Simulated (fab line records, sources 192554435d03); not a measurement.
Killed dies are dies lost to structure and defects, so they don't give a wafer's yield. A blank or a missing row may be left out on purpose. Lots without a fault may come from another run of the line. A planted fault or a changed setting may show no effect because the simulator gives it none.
Problem report in the 8D (eight disciplines) form, filled by code | flow n5_finfet | the parts of the form that need people (team, actions taken, sign-off) are left out

1. THE PROBLEM
barrier_field_endpoint_s at N5_BEOL_M15_CMP_49 reads a mean of 6.35 s on 2 wafers of 1 lot; wafers without a fault read 11.38 s with a standard deviation of 0.28. That is -18 standard deviations from the usual mean.
The step: polishes, stops on SiO2, t overpolish 4.9 s, target thk 850 nm.
First seen on wafer L740.2, day 15 07:40, on cmp-03. The record holds 14 wafers of 5 lots with a number at this step. Rule for "out", or "out of limits": more than 4 standard deviations from the usual mean. The other wafers with a number count as sound.

2. WHAT IT IS AND WHAT IT IS NOT
question                    | is                       | is not
which readings at this step | barrier_field_endpoint_s | motor_current_A, overpolish_run_s
which lots                  | L740                     | L726, L734, L746, L749
which wafers of those lots  | all that have a number   | -
read on which tools         | cmp-03                   | cmp-01, cmp-04
when                        | from day 15 07:40        | up to then (6 sound wafers); but 6 sound wafers of L746, L749 came after

3. SUSPECTS, AND WHAT RULES EACH OUT
Counting: a tool at a process step up to the reading stays a suspect if it ran every lot that is out and no sound lot after the first of them.
- rie_diel-05 at N5_BEOL_M15_STRIP_62 (strips in O2): kept. It ran the lot that is out, L740 (day 15 06:56), and no sound lot after that; its last sound lot up to then is L734 (day 13 18:07). N5_BEOL_M15_STRIP_62 gives no start for some lots, so the hours and the order of its lots are those of N5_BEOL_M15_SPUTTER_44.
- rie_diel-05 at N5_BEOL_M15_STRIP_37 (strips in O2): kept. It ran the lot that is out, L740 (day 15 06:56), and no sound lot after that; its last sound lot up to then is L734 (day 13 18:07). N5_BEOL_M15_STRIP_37 gives no start for some lots, so the hours and the order of its lots are those of N5_BEOL_M15_SPUTTER_44.
- rie_diel-05 at N5_BEOL_M15_ETCH_38 (etches SiCN in CF4/N2, target depth 106.4 nm, time 120.5 s): kept. It ran the lot that is out, L740 (day 15 06:56), and no sound lot after that; its last sound lot up to then is L734 (day 13 18:07). N5_BEOL_M15_ETCH_38 gives no start for some lots, so the hours and the order of its lots are those of N5_BEOL_M15_SPUTTER_44.
- pvd_sputter-02 at N5_BEOL_M15_SPUTTER_44 (material Ta, target thk 15 nm, time 24.19 s): ruled out as a lasting fault. Sound lots L749 ran on it after its first lot that is out, L740 (day 15 06:56).
- pvd_sputter-02 at N5_BEOL_M15_SPUTTER_45 (material Cu, target thk 100 nm, time 16.67 s): ruled out as a lasting fault. Sound lots L749 ran on it after its first lot that is out, L740 (day 15 07:01).
- cmp-03 at N5_BEOL_M15_CMP_49 (polishes, stops on SiO2, t overpolish 4.9 s, target thk 850 nm): kept. It ran the lot that is out, L740 (day 15 07:40), and no sound lot after that; its last sound lot up to then is L734 (day 13 18:54). Its own readings are out on those wafers: barrier_field_endpoint_s.
Left after counting: rie_diel-05 at N5_BEOL_M15_STRIP_62, rie_diel-05 at N5_BEOL_M15_STRIP_37, rie_diel-05 at N5_BEOL_M15_ETCH_38, cmp-03 at N5_BEOL_M15_CMP_49.

4. THE CAUSE (what the simulator had put in)
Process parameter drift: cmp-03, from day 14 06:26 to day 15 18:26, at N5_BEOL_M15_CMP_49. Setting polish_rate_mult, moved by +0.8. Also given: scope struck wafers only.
Counting left 4 suspects, and this tool is among them.

5. THE CHAIN OF EFFECTS, in route order
Each row: a reading whose mean over the struck wafers that have a number lies more than 3 standard deviations from the usual. Only readings for which the record gives a usual standard deviation are gone through. hours: the time from each lot's start at the first step in this table that gives one to its start at this step, as a median over the lots. sigmas: the change in usual standard deviations.
hours | step               | reading                  | usual   | on struck wafers | change | sigmas
0     | N5_BEOL_M15_CMP_49 | barrier_field_endpoint_s | 11.38 s | 6.35             | -5.03  | -18
The process steps in it:
- N5_BEOL_M15_CMP_49: polishes, stops on SiO2, t overpolish 4.9 s, target thk 850 nm.

6. WHAT WOULD HAVE CAUGHT IT SOONER
In this record the first reading out of limits was taken at day 15 07:40, 25 hours after the fault began at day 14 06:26.
